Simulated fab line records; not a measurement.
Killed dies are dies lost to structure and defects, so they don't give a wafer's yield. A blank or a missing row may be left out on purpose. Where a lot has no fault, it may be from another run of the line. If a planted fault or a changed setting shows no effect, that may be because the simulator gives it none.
Which tool did it? / flow nandHarc / 12 lots, 36 wafers sampled, at 1 step of a route of 1302

== WHAT EACH GAUGE READ, for each wafer ==
NHARC_A_ONON_D1_THK_MEAS_30: measures by ellipsometry.
lot=L074; measured=day 8 17:13; on=filmMetro-02; thkNm (nm)=1002 1001 1002
lot=L077; measured=day 9 22:21; on=filmMetro-02; thkNm (nm)=1014 1011 1011
lot=L079; measured=day 10 16:33; on=filmMetro-02; thkNm (nm)=990 990 991
lot=L080; measured=day 11 02:34; on=filmMetro-01; thkNm (nm)=989 989 989
lot=L083; measured=day 12 06:25; on=filmMetro-01; thkNm (nm)=1004 1003 1002
lot=L085; measured=day 13 02:31; on=filmMetro-02; thkNm (nm)=1000 1001 1002
lot=L087; measured=day 14 04:40; on=filmMetro-01; thkNm (nm)=998 997 997
lot=L089; measured=day 14 09:30; on=filmMetro-02; thkNm (nm)=1005 1007 1006
lot=L091; measured=day 15 09:12; on=filmMetro-02; thkNm (nm)=989 991 989
lot=L092; measured=day 16 10:16; on=filmMetro-02; thkNm (nm)=1018 1020 1019
lot=L096; measured=day 17 08:05; on=filmMetro-02; thkNm (nm)=1000 998 999
lot=L097; measured=day 17 14:31; on=filmMetro-01; thkNm (nm)=1007 1011 1011

== EACH LOT AND THE TOOL THAT RAN IT (in order: tool; ch and the chambers of the sampled wafers; start) ==
Before these readings, the record contains no process step.

== THE ANSWER, worked out from the rows above alone ==
Rule: what is usual is taken from the lots themselves. Put in order of their means at a reading, lots are off if they are a third of the lots or fewer, leave a main group of 4 or more, and stand apart from it by a gap of 3 or more times the standard deviation of the main group's means; of several such gaps the widest counts. If all means in a main group match to the digits the tables above print for the reading, that group is not used. A lot without any number at a reading at which 4 lots or more have one is off too. The other lots that the step has rows for count as sound.
Nothing can be told from this: no lot is off at any reading shown.

== WHAT THE SIMULATOR HAD INSERTED ==
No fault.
